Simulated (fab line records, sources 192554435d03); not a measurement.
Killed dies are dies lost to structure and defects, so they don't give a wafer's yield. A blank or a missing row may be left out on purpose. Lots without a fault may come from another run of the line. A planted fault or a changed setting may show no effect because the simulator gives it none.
A struck lot beside a sound one | flow n5_finfet | 37 steps out of a route of 1938
Sound: wafers L353.1, L353.4, L353.6. Struck: wafers L361.1, L361.4, L361.5. The cause comes at the end.
At each step with rows: each side's tool, then ch and its chambers, then its first start. Under that, the readings that differ: sound wafers | struck wafers | difference of the means | sigmas: that difference in standard deviations of wafers without a fault.
alike: readings whose means differ by less than 2 such deviations, and words and numbers that are the same on both sides. not compared: withheld readings, readings that some wafer has no value for, bounds like >300 that may hide the same value, and numbers for which the record gives no deviation and whose values overlap.
The two part at a step that has a row with sigmas, a row that says differs or no value, or rows on one side only. Numbers that don't overlap but have no deviation are shown without sigmas and don't part them. A reading that every wafer of one side lacks parts them only if that side has two wafers or more.

first, 9 steps without rows for these wafers: N5_BEOL_M4_ANNEAL_95 (time 240 s); N5_BEOL_M4_SPUTTER_96 (material Cu, target thk 4.5 nm, time 8.29 s); N5_BEOL_M4_ECD_50 (material Cu, target thk 300 nm); N5_BEOL_M4_ANNEAL_51 (time 90 s); N5_BEOL_M4_CMP_52 (polishes, stops on SiOC, t overpolish 6.8 s, target thk 40 nm); N5_BEOL_M4_PRE_CLEAN_60 (time 15 s); N5_BEOL_M4_CO_CAP_55 (material Co, precursor CCTBA/H2, target thk 2 nm, time 102.1 s); N5_BEOL_M4_PRE_CLEAN_56 (time 15 s); N5_BEOL_M4_DEP_57 (deposits SiCN from 3MS/NH3, target thk 8 nm, time 14 s).
N5_BEOL_M4_RC_MEAS_101:
  sound on prober-02 ch 0, day 10 03:47; struck on prober-01 ch 0, day 11 15:14
  alike: DIBL_N, DIBL_P, IOFF_N, IOFF_P, ION_N, ION_P, SS_N, SS_P, VT_N, VT_P
then, 24 steps without rows for these wafers: N5_BEOL_M5_ILD_DEP_00 (deposits SiCOH lowk from DEMS/porogen, target thk 140.64 nm, time 25.9 s); N5_BEOL_M5_CURE_79 (cures SiCOH lowk, time 240 s); N5_BEOL_M5_PECVD_70 (deposits SiO2 from TEOS/O2, target thk 16 nm, time 18 s); N5_BEOL_M5_HM_DEP_02 (deposits TiN, target thk 20 nm); N5_BEOL_M5_COAT_59 (time 60 s, resist thk 60 nm); N5_BEOL_M5_COAT_60 (time 60 s, resist thk 12 nm); N5_BEOL_M5_COAT_71 (time 60 s, resist thk 5 nm); N5_BEOL_M5_COAT_05 (resist thk 30 nm); N5_BEOL_M5_EBR_07; N5_BEOL_M5_SOFTBAKE_06 (time 60 s); N5_BEOL_M5_EXPOSE_08 (exposes mask M5, target cd 28 nm); N5_BEOL_M5_PEB_09 (peb time 60 s); N5_BEOL_M5_DEVELOP_10 (develop time 30 s); N5_BEOL_M5_DESCUM_16 (chemistry O2, time 7 s); N5_BEOL_M5_ETCH_72 (etches underlayer in N2/H2, target depth 6.5 nm, time 5.2 s); N5_BEOL_M5_ETCH_61 (etches SiARC in CF4, target depth 15.6 nm, time 26 s); N5_BEOL_M5_ETCH_62 (etches SOC in N2/H2, target depth 75 nm, overetch 15 nm, time 112.5 s); N5_BEOL_M5_STRIP_63 (strips in N2/H2); N5_BEOL_M5_STRIP_73 (strips in N2/H2); N5_BEOL_M5_STRIP_64 (strips in CF4); N5_BEOL_M5_HM_OPEN_17 (chemistry Cl2/BCl3, target TiN, target depth 20 nm, overetch 6 nm); N5_BEOL_M5_STRIP_19 (strips in O2); N5_BEOL_M5_COAT_65 (time 60 s, resist thk 60 nm); N5_BEOL_M5_COAT_66 (time 60 s, resist thk 12 nm).
-- the record jumps here: 3 days lie between the struck wafers' starts before and after (it left off in module BEOL_M5 and takes up again in module BEOL_M12, whose first step shown is number 1608 of the route) --
N5_BEOL_M12_EXPOSE_07: exposes mask V11.
  sound on krf_scanner-02 ch 0, day 13 09:04; struck on krf_scanner-02 ch 0, day 14 14:36
  reading                          | sound       | struck   | difference | sigmas
  model.BEOL_M12.overlay_x_nm (nm) | 4.6 4.6 4.6 | 41 41 41 | +36        |
  alike: mask
N5_BEOL_M12_OVL_MEAS_11:
  sound on overlay-01 ch 0, day 13 09:16; struck on overlay-02 ch 0, day 14 14:49
  reading      | sound  | struck   | difference | sigmas
  V11_OVL (nm) | 2 0 10 | 50 42 46 | +42        | +8
N5_PASSIVATION_PROBE_49:
  sound on prober-01, day 14 18:54; struck on prober-02, day 16 12:06
  reading                  | sound          | struck         | difference | sigmas
  defect_limited_yield (%) | 89.3 91.8 90.5 | 14.0 15.4 8.1  | -78.0      | -52
  killed_at_M4_up          | 23 7 13        | 936 918 1001   | +937       | +99 or more
  killed_dies              | 126 97 112     | 1015 998 1084  | +921       | +51
  killed_on_rim            | 11 11 19       | 131 124 143    | +119       | +29
  sort_bin_5_function (%)  | 5.8 5.3 5.3    | 44.8 43.4 47.2 | +39.7      | +40
  sort_n_pass              | 1054 1083 1068 | 165 182 96     | -921       | -51
  sort_yield_pct (%)       | 89.3 91.8 90.5 | 14.0 15.4 8.1  | -78.0      | -52
  alike: killed_at_M0_to_M3, killed_at_contacts, killed_at_front_end, killed_at_other, killed_open, killed_short, sort_bin_6_memory

WHERE THEY PART
First at N5_BEOL_M12_OVL_MEAS_11; last, within this record, at N5_PASSIVATION_PROBE_49.

WHY: what the simulator had put in
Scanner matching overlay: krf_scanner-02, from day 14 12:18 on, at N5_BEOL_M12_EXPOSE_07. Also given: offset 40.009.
